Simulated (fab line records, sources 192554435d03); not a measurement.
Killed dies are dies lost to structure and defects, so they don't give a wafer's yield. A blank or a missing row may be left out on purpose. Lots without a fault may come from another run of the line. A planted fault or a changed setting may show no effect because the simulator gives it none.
A struck lot beside a sound one | flow n5_finfet | 17 steps out of a route of 1938
Sound: wafers L764.1, L764.4, L764.6. Struck: wafers L754.1, L754.4, L754.6. The cause comes at the end.
At each step with rows: each side's tool, then ch and its chambers, then its first start. Under that, the readings that differ: sound wafers | struck wafers | difference of the means | sigmas: that difference in standard deviations of wafers without a fault.
alike: readings whose means differ by less than 2 such deviations, and words and numbers that are the same on both sides. not compared: withheld readings, readings that some wafer has no value for, bounds like >300 that may hide the same value, and numbers for which the record gives no deviation and whose values overlap.
The two part at a step that has a row with sigmas, a row that says differs or no value, or rows on one side only. Numbers that don't overlap but have no deviation are shown without sigmas and don't part them. A reading that every wafer of one side lacks parts them only if that side has two wafers or more.

first, 11 steps without rows for these wafers: N5_MOL_CONTACT_COAG_VIA_ETCH_117 (etches SiO2 in C4F6/O2, target depth 40 nm, overetch 8 nm, time 26 s); N5_MOL_CONTACT_COAG_ETCH_124 (etches SiNx in CH3F/O2, stops on SiOC, target depth 6.5 nm); N5_MOL_CONTACT_COAG_ETCH_48 (etches SiOC in C4F6/O2, target depth 15 nm, overetch 4.5 nm, time 17 s); N5_MOL_CONTACT_COAG_STRIP_72 (strips in N2/H2); N5_MOL_CONTACT_COAG_STRIP_49 (strips in N2/H2, time 30 s); N5_MOL_CONTACT_COAG_PRECLEAN_138 (cleans in alkaline clean, time 60 s); N5_MOL_CONTACT_COAG_SRD_139 (time 30 s); N5_MOL_CONTACT_COAG_PRE_CLEAN_121; N5_MOL_CONTACT_COAG_CVD_140 (deposits W, target thk 66.5 nm, time 215 s); N5_MOL_CONTACT_COAG_PRECLEAN_127 (cleans in DIW, time 57.5 s); N5_MOL_CONTACT_COAG_SRD_128 (dry time 32 s).
N5_MOL_CONTACT_COAG_CMP_52: polishes, stops on SiO2, t overpolish 1.5 s, target thk 66.5 nm.
  sound on cmp-03 ch 0,2, day 8 16:21; struck on cmp-03 ch 1,2,3, day 6 08:02
  no value came back on the struck wafers for any of 5 readings (edge_zone_pressure_frac, head_pressure_psi (psi) and others); on the sound wafers edge_zone_pressure_frac reads 1.006 1.007 1.001
N5_MOL_CONTACT_COAG_THK_MEAS_53:
  sound on film_metro-02, day 8 16:39; struck on film_metro-01, day 6 08:15
  reading          | sound          | struck | difference                    | sigmas
  VIA_MOL_THK (nm) | 42.9 44.1 44.4 | - - -  | no value on the struck wafers |
then, 1 step without rows for these wafers: N5_MOL_CONTACT_COAG_ANNEAL_112 (time 1800 s).
N5_MOL_CONTACT_COAG_INSPECT_97: inspects for defects (darkfield).
  sound on defect_inspect-01, day 8 19:42; struck on defect_inspect-02, day 6 11:18
  reading          | sound    | struck         | difference | sigmas
  raw_defect_count | 27 35 38 | 1192 1233 1258 | +1194      | +50
N5_BEOL_M4_RC_MEAS_101:
  the record has rows for the sound wafers here (prober-02 ch 0, day 12 14:01) and none for the struck ones
-- the record jumps here: 8 days lie between the struck wafers' starts before and after (it left off in module BEOL_M4 and takes up again in module PASSIVATION, whose first step shown is number 1936 of the route) --
N5_PASSIVATION_PROBE_49:
  the record has rows for the struck wafers here (prober-01, day 14 18:28) and none for the sound ones

WHERE THEY PART
First at N5_MOL_CONTACT_COAG_CMP_52; last, within this record, at N5_PASSIVATION_PROBE_49.

WHY: what the simulator had put in
Skipped step whole: cmp-03, from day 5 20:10 on, at N5_MOL_CONTACT_COAG_CMP_52. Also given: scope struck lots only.
